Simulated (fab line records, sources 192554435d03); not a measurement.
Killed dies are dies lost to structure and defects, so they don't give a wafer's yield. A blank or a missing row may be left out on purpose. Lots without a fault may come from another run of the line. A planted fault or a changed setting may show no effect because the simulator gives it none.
A struck lot beside a sound one | flow n5_finfet | 18 steps out of a route of 1938
Sound: wafers L271.2, L271.3, L271.5. Struck: wafer L270.6. (L270.5 of the same lot was not struck and is left out.) The cause comes at the end.
At each step with rows: each side's tool, then ch and its chambers, then its first start. Under that, the readings that differ: sound wafers | struck wafers | difference of the means | sigmas: that difference in standard deviations of wafers without a fault.
alike: readings whose means differ by less than 2 such deviations, and words and numbers that are the same on both sides. not compared: withheld readings, readings that some wafer has no value for, bounds like >300 that may hide the same value, and numbers for which the record gives no deviation and whose values overlap.
The two part at a step that has a row with sigmas, a row that says differs or no value, or rows on one side only. Numbers that don't overlap but have no deviation are shown without sigmas and don't part them. A reading that every wafer of one side lacks parts them only if that side has two wafers or more.

first, 6 steps without rows for these wafers: N5_BEOL_M8_COAT_22 (resist thk 30 nm); N5_BEOL_M8_EBR_24; N5_BEOL_M8_SOFTBAKE_23 (time 60 s); N5_BEOL_M8_EXPOSE_25 (exposes mask V7, target cd 40 nm); N5_BEOL_M8_PEB_26 (peb time 60 s); N5_BEOL_M8_DEVELOP_27 (develop time 30 s).
N5_BEOL_M8_CD_MEAS_28: target cd 40 nm.
  sound on cd_sem-02 ch 0, day 14 16:59; struck on cd_sem-01 ch 0, day 14 12:42
  alike: cd_nm
N5_BEOL_M8_OVL_MEAS_29:
  sound on overlay-01 ch 0, day 14 17:02; struck on overlay-02 ch 0, day 14 12:45
  alike: V7_OVL
N5_BEOL_M8_INSPECT_30: inspects for defects (brightfield).
  sound on defect_inspect-02, day 14 17:05; struck on defect_inspect-01, day 14 12:47
  alike: raw_defect_count
N5_BEOL_M8_DESCUM_33: chemistry O2, time 7 s.
  sound on rie_diel-06 ch 0,2,3, day 14 17:07; struck on rie_diel-05 ch 0, day 14 12:50
  alike: bias_power_w, drypump_motor_current_A, oes_product_au, rf_vpp_V, showerhead_plenum_p_Torr, throttle_valve_pct
  not compared: rf_hours_counter_h
N5_BEOL_M8_ETCH_72: etches underlayer in N2/H2, target depth 6.5 nm, time 5.2 s.
  sound on rie_diel-06 ch 0,2,3, day 14 17:10; struck on rie_diel-05 ch 0, day 14 12:52
  alike: drypump_motor_current_A, etch_rf_on_time_s, h2_flow_sccm, oes_product_au, rf_vpp_V, showerhead_plenum_p_Torr, throttle_valve_pct
  not compared: rf_hours_counter_h
N5_BEOL_M8_ETCH_65: etches SiARC in CF4, target depth 15.6 nm, time 26 s.
  sound on rie_diel-06 ch 0,2,3, day 14 17:11; struck on rie_diel-05 ch 0, day 14 12:53
  alike: drypump_motor_current_A, etch_rf_on_time_s, oes_product_au, rf_vpp_V, showerhead_plenum_p_Torr, throttle_valve_pct
  not compared: rf_hours_counter_h
N5_BEOL_M8_ETCH_66: etches SOC in N2/H2, target depth 80 nm, overetch 16 nm, time 120 s.
  sound on rie_diel-06 ch 0,2,3, day 14 17:12; struck on rie_diel-05 ch 0, day 14 12:56
  reading                                    | sound        | struck | difference | sigmas
  model.SiARC_of_BEOL_M8_COAT_64.thk_nm (nm) | 6.4 6.4 6.4  | 3      | -3         |
  model.BEOL_M8.cd_nm (nm)                   | 39.6 40 39.4 | 41.4   | +1.7       |
  alike: drypump_motor_current_A, h2_flow_sccm, oes_product_au, rf_vpp_V, showerhead_plenum_p_Torr, throttle_valve_pct
  not compared: rf_hours_counter_h
then, 2 steps without rows for these wafers: N5_BEOL_M8_STRIP_69 (strips in N2/H2); N5_BEOL_M8_STRIP_73 (strips in N2/H2).
N5_BEOL_M8_VIA_ETCH_34: etches SiCOH lowk in C4F6/O2, target depth 125.5 nm, time 50.5 s.
  sound on rie_diel-06 ch 0,2,3, day 14 17:18; struck on rie_diel-05 ch 0, day 14 13:01
  reading                  | sound        | struck | difference | sigmas
  model.BEOL_M8.cd_nm (nm) | 39.4 40 39.2 | 41.6   | +2.1       |
  alike: drypump_motor_current_A, oes_product_au, rf_vpp_V, showerhead_plenum_p_Torr, throttle_valve_pct
  not compared: rf_hours_counter_h
then, 2 steps without rows for these wafers: N5_BEOL_M8_STRIP_76 (strips in C4F6/O2); N5_PASSIVATION_PROBE_49.

WHERE THEY PART
Nowhere in this record.

WHY: what the simulator had put in
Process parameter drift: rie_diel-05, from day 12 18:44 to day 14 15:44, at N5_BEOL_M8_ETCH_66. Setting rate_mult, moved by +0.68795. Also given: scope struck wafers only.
